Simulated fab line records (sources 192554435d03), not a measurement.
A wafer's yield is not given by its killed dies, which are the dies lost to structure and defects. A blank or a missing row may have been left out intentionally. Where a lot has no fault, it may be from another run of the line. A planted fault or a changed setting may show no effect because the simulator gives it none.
Split-lot study    flow n5 finfet    21 wafers read from 7 lots, route of 1938 steps

ON THE SPLIT
At N5_BEOL_M13_ETCH_68 (etches SOC in N2/H2, time 355 s), the setting time s was moved away from the recipe's 355 s on 3 of the 21 wafers read, by -21.2% to +20.2%. For the rest of the wafers, this setting stayed at what the recipe calls for.

The reading is taken at the split's own step.

THE READING
SiARC_of_BEOL_M13_COAT_66.thk nm (the simulator's own value, which no gauge read), in nm, at N5_BEOL_M13_ETCH_68 (etches SOC in N2/H2, time 355 s). No usual value for it is given in the file. The 18 wafers here that ran the recipe average 76.7 nm, standard deviation 0.76 nm.

wafer   tool, chamber at the split  time s as run, s  against the recipe  SiARC_of_BEOL_M13_COAT_66.thk nm, nm  against lot-mates on the recipe
L080.1  rie diel-05, 2              355               recipe              76.8                                  -
L080.2  rie diel-05, 1              355               recipe              77.4                                  -
L080.4  rie diel-05, 3              355               recipe              76.2                                  -
L089.1  rie diel-02, 2              287.1             -19.1%              83.2                                  +6.7
L089.3  rie diel-02, 3              355               recipe              76                                    -
L089.4  rie diel-02, 1              355               recipe              77                                    -
L087.1  rie diel-02, 3              355               recipe              76                                    -
L087.5  rie diel-02, 0              355               recipe              77.6                                  -
L087.6  rie diel-02, 3              355               recipe              76.2                                  -
L093.1  rie diel-05, 2              355               recipe              75.8                                  -
L093.2  rie diel-05, 0              355               recipe              76                                    -
L093.5  rie diel-05, 1              426.6             +20.2%              69.2                                  -6.7
L091.1  rie diel-05, 0,2            355               recipe              76.2                                  -
L091.5  rie diel-05, 0,2            355               recipe              76.2                                  -
L091.3  rie diel-05, 1              355               recipe              75.8                                  -
L092.3  rie diel-06, 3,2            355               recipe              77.6                                  -
L092.4  rie diel-06, 3,2            355               recipe              77.6                                  -
L092.5  rie diel-06, 3              355               recipe              78                                    -
L095.2  rie diel-06, 3              279.9             -21.2%              84.8                                  +7.4
L095.3  rie diel-06, 0              355               recipe              76.8                                  -
L095.6  rie diel-06, 2              355               recipe              78                                    -
When a row names more than one chamber, that row covers several wafers, and the file does not tell which wafer ran in which chamber.

FIT RESULTS
A straight line over all 21 wafers: SiARC_of_BEOL_M13_COAT_66.thk nm changes by -0.366 nm for each +1% of time s; r = -0.97; the points scatter about the line by 0.76 nm.
The same after taking each lot's own level away (the mean of its wafers on the recipe; 21 wafers): -0.344 nm for each +1%; r = -0.99; scatter 0.45 nm.
On that fit, the largest move of time s shifts the reading by 7.3 nm.
The lots' own levels span 75.90 to 77.73 nm, that is 2.4 times the standard deviation above.
Hence the lot-to-lot level has little effect on the slope; both slopes agree.
Check: with one of the wafers moved furthest among these (-21.2%) left out of the fit, the line predicts +7.23 nm for it against its lot-mates. Against them it came out at +7.4 nm.

THESE WAFERS: OTHER SPLITS
Other splits were also applied to these wafers ahead of the reading. Each is held against what the fit with the lots' levels taken away leaves over:
other split on the same wafers     wafers away from the commonest value  r with SiARC_of_BEOL_M13_COAT_66.thk nm (lot level and that fit taken away)
N5_BEOL_M11_COAT_59 spin rpm       9                                     +0.07
N5_BEOL_M11_EXPOSE_08 dose mj      8                                     -0.33
N5_BEOL_M12_TRENCH_ETCH_34 time s  10                                    +0.27

THE FILE'S OWN FIT
SiARC_of_BEOL_M13_COAT_66.thk nm changes by -0.344 nm for each +1% of time s, r = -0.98.
